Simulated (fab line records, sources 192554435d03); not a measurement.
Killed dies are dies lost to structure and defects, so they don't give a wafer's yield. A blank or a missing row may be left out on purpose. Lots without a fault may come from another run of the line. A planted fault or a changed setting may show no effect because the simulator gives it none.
fab line records | flow n5_finfet
record lots=7 wafers=21 last_day=19
route steps=1938 shown DUMMY_REMOVAL@383 HKMG_FIN@385
lots that met no fault: from a run of the same line without faults
start_h: hours from the record's first day to the start of the lot's first wafer shown | wait_h: hours since the lot's step before | " the same as in the row above | L1.1+2: a row that stands for several wafers | - no value, or no start given | * or withheld: withheld | < > ~ a bound
route shown NAME@n: a module of which the file shows steps, and the number in the route of the first | usual: mean/standard deviation of fault-free wafers | same: alike in all rows | chamber/n: place in a boat | sites: the reading at each site | _std_site: their standard deviation | _edge_site: outer sites' mean less inner sites' | radius_mm: how far each site lies from the wafer's centre | mask NAME#n: copy n | behind: the tool/chamber that last shaped the wafer | hold: why the lot was held/for how many hours/how that ended | device: the transistor (n, p or np) that didn't switch | end of line: the same wafers' tests at the end of the route | a step without rows: its recipe alone | killed: dies lost to structure and defects at the first sort, not the wafer's yield | map: a wafer's dies, x killed, . not, _ none there
set.NAME: the setting as run; set.NAME@STEP: as run at that earlier step | model.NAME: the simulator's own value behind a step, which no gauge read
lots at some steps of the route; a table a step, a row a wafer
services: from which hour (start_h, from the record's first day; less than 0 if before it) a tool's chamber was out of use, for how many hours, and why
## steps
# step N5_DUMMY_REMOVAL_PRECLEAN_04
# recipe chemistry=DHF time_s=37 temp_c=25 dilution=500:1
# step N5_DUMMY_REMOVAL_SRD_05
# recipe dry=ipa_marangoni do_ppb=5 time_s=30 temp_c=23 rinse_liquid=diw
# step N5_HKMG_FIN_IL_REGROW_00
# recipe material=SiO2 target_thk_a=7.5 chemistry=O3 temp_c=withheld time_s=30
# step N5_HKMG_FIN_HK_ALD_01
# recipe material=HfO2 target_thk_a=16 temp_c=withheld ald_precursor_family=HfCl4 ald_co_reactant=H2O pulse_time_s=3 purge_time_s=3 co_reactant_purge_time_s=2.5 co_reactant_pulse_time_s=0.3 ald_cycles=30
# usual precursor_pulse_height_rel=0.999/0.021
# columns lot.wafer tool chamber start_h wait_h precursor_pulse_height_rel
L198.1 ald_hk-02 1 76.29 0.0 1.008
L198.4 " 2 " " 1.038
L198.5 " 0 " " 0.993
L207.1 ald_hk-01 3 129.50 0.0 0.984
L207.4 " 1 " " 1.014
L207.6 " 0 " " 0.995
L211.3 ald_hk-03 3 151.23 0.0 0.991
L211.4 " 2 " " 1.000
L211.5 " 1 " " 0.993
L212.1 ald_hk-03 0 156.64 0.0 1.013
L212.3 " 2 " " 1.008
L212.4 " 1 " " 0.980
L213.1 ald_hk-03 1 159.50 0.0 0.995
L213.3 " 2 " " 0.984
L213.6 " 2 " " 1.018
L219.2 ald_hk-03 2 197.54 0.0 0.994
L219.3 " 0 " " 1.023
L219.6 " 2 " " 0.972
L220.1 ald_hk-03 0 208.00 0.0 1.028
L220.2 " 2 " " 0.972
L220.4 " 1 " " 0.982
# step N5_HKMG_FIN_HK_ANNEAL_02
# recipe temp_c=700 time_s=30 ambient=N2 idle_temp_c=600 ramp_up_c_per_s=150 ramp_down_c_per_s=60 cool_to_c=600
# usual lamp_power_pct=8.80/0.049 lamp_zone_2_pct=8.798/0.012 wafer_temp_C_max=702.9/0.71
# same time_s=30
# columns lot.wafer tool chamber start_h wait_h lamp_power_pct lamp_zone_2_pct wafer_temp_C_max
L198.1 rtp_anneal-02 0 76.71 0.3 8.77 8.792 703.3
L198.4 " 0 " " 8.84 8.806 702.7
L198.5 " 0 " " 8.72 8.797 702.8
L207.1 rtp_anneal-01 0 129.86 0.3 8.83 8.813 702.9
L207.4 " 0 " " 8.81 8.783 704.2
L207.6 " 0 " " 8.82 8.795 702.4
L211.3 rtp_anneal-01 0 151.55 0.2 8.78 8.811 704.3
L211.4 " 0 " " 8.78 8.779 703.5
L211.5 " 0 " " 8.87 8.793 702.8
L212.1 rtp_anneal-01 0 156.83 0.1 8.76 8.821 704.4
L212.3 " 0 " " 8.84 8.778 703.2
L212.4 " 0 " " 8.76 8.809 702.4
L213.1 rtp_anneal-02 0 159.69 0.1 8.74 8.772 702.2
L213.3 " 0 " " 8.85 8.805 702.9
L213.6 " 0 " " 8.77 8.793 703.4
L219.2 rtp_anneal-02 0 197.95 0.3 8.81 8.778 702.7
L219.3 " 0 " " 8.75 8.799 703.7
L219.6 " 0 " " 8.86 8.799 702.0
L220.1 rtp_anneal-02 0 208.28 0.2 8.69 8.834 701.9
L220.2 " 0 " " 8.77 8.792 704.2
L220.4 " 0 " " 8.73 8.795 702.1
# step N5_HKMG_FIN_ALD_74
# recipe material=La2O3 target_thk_a=5 temp_c=250 ald_precursor_family=La-Cp ald_co_reactant=O3 pulse_time_s=6 co_reactant_pulse_time_s=1 purge_time_s=3 co_reactant_purge_time_s=3
# usual heater_power_w=368/39 precursor_pulse_height_rel=1.002/0.02
# columns lot.wafer tool chamber start_h wait_h heater_power_w precursor_pulse_height_rel
L198.1 ald_hk-01 2 76.92 0.2 302 1.019
L198.4 " 1 " " 361 1.036
L198.5 " 0 " " 341 1.012
L207.1 ald_hk-03 3 130.08 0.2 382 1.009
L207.4 " 1 " " 441 0.994
L207.6 " 0 " " 438 0.989
L211.3 ald_hk-02 0 151.70 0.1 323 1.002
L211.4 " 1 " " 380 0.994
L211.5 " 0 " " 321 0.999
L212.1 ald_hk-02 3 157.04 0.2 352 1.011
L212.3 " 0 " " 326 0.994
L212.4 " 2 " " 352 0.997
L213.1 ald_hk-02 2 159.90 0.2 354 1.014
L213.3 " 1 " " 370 0.995
L213.6 " 0 " " 322 0.990
L219.2 ald_hk-01 3 198.15 0.2 337 0.958
L219.3 " 1 " " 377 0.999
L219.6 " 1 " " 384 1.013
L220.1 ald_hk-01 2 208.50 0.2 317 0.986
L220.2 " 1 " " 384 1.019
L220.4 " 0 " " 344 0.997
# step N5_HKMG_FIN_ALD_75
# recipe material=Al2O3 target_thk_a=10 temp_c=150 ald_precursor_family=TMA ald_co_reactant=H2O pulse_time_s=withheld co_reactant_pulse_time_s=1
# usual heater_power_w=159/17 precursor_pulse_height_rel=1.001/0.021
# columns lot.wafer tool chamber start_h wait_h heater_power_w precursor_pulse_height_rel
L198.1 ald_hk-01 2 77.00 0.0 135 0.982
L198.4 " 1 " " 158 0.989
L198.5 " 0 " " 148 0.989
L207.1 ald_hk-03 3 130.15 0.0 161 1.002
L207.4 " 1 " " 189 0.955
L207.6 " 0 " " 188 1.012
L211.3 ald_hk-02 0 151.78 0.0 137 0.968
L211.4 " 1 " " 161 0.980
L211.5 " 0 " " 144 1.019
L212.1 ald_hk-02 3 157.12 0.0 152 0.991
L212.3 " 0 " " 140 1.044
L212.4 " 2 " " 150 1.009
L213.1 ald_hk-02 2 159.98 0.0 150 0.991
L213.3 " 1 " " 162 1.003
L213.6 " 0 " " 138 0.992
L219.2 ald_hk-01 3 198.30 0.1 147 1.004
L219.3 " 1 " " 164 0.994
L219.6 " 1 " " 159 1.019
L220.1 ald_hk-01 2 208.65 0.1 133 1.007
L220.2 " 1 " " 161 1.038
L220.4 " 0 " " 149 0.990
# step N5_HKMG_FIN_COAT_41
# recipe resist=SOC temp_c=250 time_s=60 spin_rpm=1500 resist_thk_nm=300
# step N5_HKMG_FIN_COAT_42
# recipe resist=SiARC temp_c=220 time_s=60 spin_rpm=1500 resist_thk_nm=35
# step N5_HKMG_FIN_COAT_43
# recipe resist=CAR-ArF spin_rpm=1500 resist_thk_nm=90
# step N5_HKMG_FIN_EBR_45
# recipe solvent=PGMEA ebr_width_mm=1.5
# step N5_HKMG_FIN_SOFTBAKE_44
# recipe temp_c=110 time_s=60 resist=CAR-ArF
# step N5_HKMG_FIN_EXPOSE_46
# recipe mask_id=NDIPOLE na=1.35 source_shape=conventional sigma_outer=0.8 polarization=unpolarized dose_mj=40
# usual exposure_dose_mJ_cm2=39.97/0.038 focus_offset_nm=0.0/0.54
# columns lot.wafer tool chamber start_h wait_h mask exposure_dose_mJ_cm2 focus_offset_nm
L198.1 arfi_scanner-01 0 77.21 - NDIPOLE#0 39.91 0.3
L198.4 " 0 " " NDIPOLE#0 39.90 -1.0
L198.5 " 0 " " NDIPOLE#0 39.99 -0.5
L207.1 arfi_scanner-01 0 130.50 - NDIPOLE#0 39.96 0.4
L207.4 " 0 " " NDIPOLE#0 39.97 0.0
L207.6 " 0 " " NDIPOLE#0 39.97 -0.3
L211.3 arfi_scanner-01 - 152.13 - NDIPOLE#0 - -
L211.4 " - " " NDIPOLE#0 - -
L211.5 " - " " NDIPOLE#0 - -
L212.1 arfi_scanner-01 - 157.33 - NDIPOLE#0 - -
L212.3 " - " " NDIPOLE#0 - -
L212.4 " - " " NDIPOLE#0 - -
L213.1 arfi_scanner-03 - 160.33 - NDIPOLE#0 - -
L213.3 " - " " NDIPOLE#0 - -
L213.6 " - " " NDIPOLE#0 - -
L219.2 arfi_scanner-01 0 200.01 - NDIPOLE#0 39.86 0.1
L219.3 " 0 " " NDIPOLE#0 39.94 -0.1
L219.6 " 0 " " NDIPOLE#0 39.94 -0.5
L220.1 arfi_scanner-02 0 209.07 - NDIPOLE#0 39.91 0.0
L220.2 " 0 " " NDIPOLE#0 39.93 -0.6
L220.4 " 0 " " NDIPOLE#0 39.92 -0.3
# step N5_HKMG_FIN_PEB_47
# recipe peb_temp_c=withheld peb_time_s=60 resist=CAR-ArF
## services
# columns tool chamber start_h hours kind
arfi_scanner-01 - 60.17 1.0 pm
arfi_scanner-03 0 73.18 - calibration
arfi_scanner-01 - 73.20 1.3 pm
ald_hk-02 - 80.83 0.6 repair
arfi_scanner-03 - 86.15 0.6 repair
arfi_scanner-01 0 99.13 - calibration
arfi_scanner-02 - 101.35 0.4 repair
arfi_scanner-03 - 105.09 1.3 pm
arfi_scanner-02 - 117.24 0.8 pm
arfi_scanner-01 - 119.73 1.0 pm
arfi_scanner-03 - 121.24 0.8 pm
arfi_scanner-02 - 121.50 1.3 pm
arfi_scanner-02 - 123.74 2.2 repair
arfi_scanner-03 - 132.52 3.9 pm
arfi_scanner-01 - 134.28 0.8 pm
arfi_scanner-02 - 150.21 4.9 pm
arfi_scanner-02 - 155.45 1.0 pm
arfi_scanner-03 - 156.44 1.0 repair
rtp_anneal-02 - 161.36 4.3 pm
arfi_scanner-02 - 164.17 0.4 repair
arfi_scanner-03 - 188.42 16.0 pm
arfi_scanner-01 - 198.70 1.3 pm
ald_hk-02 - 201.18 2.8 pm
arfi_scanner-01 - 201.23 1.7 repair
## key
first_sign step=N5_HKMG_FIN_EXPOSE_46 reading=tool_record direction=missing
effect none on later readings
met_at N5_HKMG_FIN_EXPOSE_46
struck_wafers L211.3,L211.4,L211.5,L212.1,L212.3,L212.4,L213.1,L213.3,L213.6
later_rows_left_out L211.3,L211.4,L211.5,L212.1,L212.3,L212.4,L213.1,L213.3,L213.6
sort_left_out L211.3,L211.4,L211.5,L212.1,L212.3,L212.4,L213.1,L213.3,L213.6
tester_left_out L211,L212,L213
onset_between 130.50 152.13
fault kind=skipped_step_whole tool=arfi_scanner-01,arfi_scanner-03 chamber=- onset_h=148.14 steps=N5_HKMG_FIN_EXPOSE_46 scope=struck_lots_only
# tester_left_out: of these lots the tester's yield and bins aren't shown, on N5 and GAA mostly nor the transistor test; their killed dies are dies lost to structure and defects alone, not to doping, threshold or leakage, so they don't give the yield
# sort_left_out: the simulated sort isn't trusted on such a fault, so these wafers' sort isn't shown, and their yield isn't known
# later_rows_left_out: the simulator's readings of these wafers behind a module that went badly wrong aren't trusted and aren't shown, but for the sort
